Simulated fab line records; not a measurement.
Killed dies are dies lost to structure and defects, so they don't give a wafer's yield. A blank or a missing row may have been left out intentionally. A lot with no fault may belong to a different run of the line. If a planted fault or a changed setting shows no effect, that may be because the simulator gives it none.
Comparing a struck lot with a sound one	flow nand harc	15 out of 1159 route steps
Sound: the wafers L105.2, L105.4, L105.6. Struck: wafers L999.2, L999.3, L999.4. Last of all comes the cause.
Each step with rows lists, per side, the tool, then ch with its chambers, then its first start. Under that, the readings that differ: sound wafers	struck wafers	difference of the means	sigmas: that difference in standard deviations of wafers without a fault.
alike: words and numbers the same on both sides, and readings whose means are apart by under 2 such deviations; not compared: readings that were withheld, readings missing a value for some wafer, numbers with overlapping values and no deviation given by the record, and bounds like >300 which may hide the same value.
Wherever a step has rows on one side only, a row that says differs or no value, or a row with sigmas, the two part there. Numbers that have no deviation but don't overlap get no sigmas and don't part them. A reading that every wafer of one side lacks parts them only if that side has two wafers or more.

first, 1 step without rows for these wafers: NHARC_A_CONTACT_DEVELOP_41 (develop time 35 s).
NHARC_A_CONTACT_CD_MEAS_42 targets a cd of 200 nm.
  sound on cd sem-03 ch 0, day 20 12:08; struck on cd sem-02 ch 0, day 19 11:13
  alike: cd nm
NHARC_A_CONTACT_OVL_MEAS_43:
  sound on overlay-02 at day 20 12:13; struck on overlay-02 at day 19 11:18
  alike: overlay x nm, overlay y nm
NHARC_A_CONTACT_INSPECT_44:
  sound on defect inspect-01 at day 20 12:15; struck on defect inspect-01 at day 19 11:20
reading	sound	struck	difference	sigmas
raw defect count	53 49 53	19 19 25	-31	-3
NHARC_A_CONTACT_DESCUM_47: chemistry O2, time 3 s.
  sound on rie diel-06 ch 0,2,3, day 20 12:22; struck on rie diel-06 ch 0,1,2, day 19 11:25
  alike: drypump motor current A, oes product au, rf vpp V, showerhead plenum p Torr, throttle valve pct
  not compared: rf hours counter h
NHARC_A_CONTACT_ETCH_48: etches the open film in CF4, target depth 39 nm, time 65 s.
  sound on rie diel-06 ch 0,1,2, day 20 12:32; struck on rie diel-06 ch 0,1,3, day 19 11:40
  alike: bias w, cf4 flow sccm, drypump motor current A, oes product au, rf vpp V, showerhead plenum p Torr, throttle valve pct
  not compared: rf hours counter h
NHARC_A_CONTACT_ETCH_49: etches the open film in N2/H2, target depth 260 nm, time 475.3 s.
  sound: rie diel-06 ch 0,2; struck: rie diel-06 ch 0,1,3
  alike: bias w, chamber pressure mTorr, drypump motor current A, oes product au, rf vpp V, showerhead plenum p Torr, throttle valve pct
  not compared: rf hours counter h
then, 2 steps without rows for these wafers: NHARC_A_CONTACT_ETCH_50 (etches the open film in CF4/CHF3, target depth 84.7 nm, time 42.4 s); NHARC_A_CONTACT_ETCH_51 (etches the open film in O2/COS, target depth 3600 nm, time 936 s).
NHARC_A_CONTACT_ETCH_111: etches the open film in C4F8/O2/Ar, time 140 s, target depth 700 nm.
  sound on har cap etch-02 ch 0,1, day 20 13:46; struck on har cap etch-03 ch 0,1, day 19 13:12
  alike: chamber pressure mTorr, oes air line au
  not compared: rf hours counter h
NHARC_A_CONTACT_ETCH_112: etches the open film in C4F8/O2/Ar, time 94 s, target depth 922 nm.
  sound on har cap etch-02 ch 0,1, day 20 13:57; struck on har cap etch-03 ch 0,1, day 19 13:23
  alike: chamber pressure mTorr, oes air line au
  not compared: rf hours counter h
then, 1 step without rows for these wafers: NHARC_A_CONTACT_ETCH_113 (etches the open film in C4F8/O2/Ar, time 94 s, target depth 922 nm).
NHARC_A_CONTACT_ETCH_114: etches the open film in C4F8/O2/Ar, time 94 s, target depth 922 nm.
  sound on har cap etch-02 ch 0,1, day 20 14:08; struck on har cap etch-03 ch 0,1, day 19 13:34
  no value came back on the struck wafers for chamber pressure mTorr (mTorr), oes air line au (a.u.), time s (s); on the sound wafers chamber pressure mTorr (mTorr) reads 19.994 20.004 19.988
  not compared: rf hours counter h
then, 1 step without rows for these wafers: NHARC_A_CONTACT_ETCH_115 (etches the open film in C4F8/O2/Ar, time 94 s, target depth 922 nm).
-- record jumps: 3 days between struck wafers' starts before vs after; left off in module A_CONTACT, resumes in module END, first step shown is number 1159 of the route --
NHARC_END_SORT_01:
  the record has rows for the struck wafers here (prober-01 ch 0, day 22 22:50) and none for the sound ones

== WHERE THEY PART ==
First at NHARC_A_CONTACT_INSPECT_44; last, within this record, at NHARC_END_SORT_01.

WHY: what the simulator had put in
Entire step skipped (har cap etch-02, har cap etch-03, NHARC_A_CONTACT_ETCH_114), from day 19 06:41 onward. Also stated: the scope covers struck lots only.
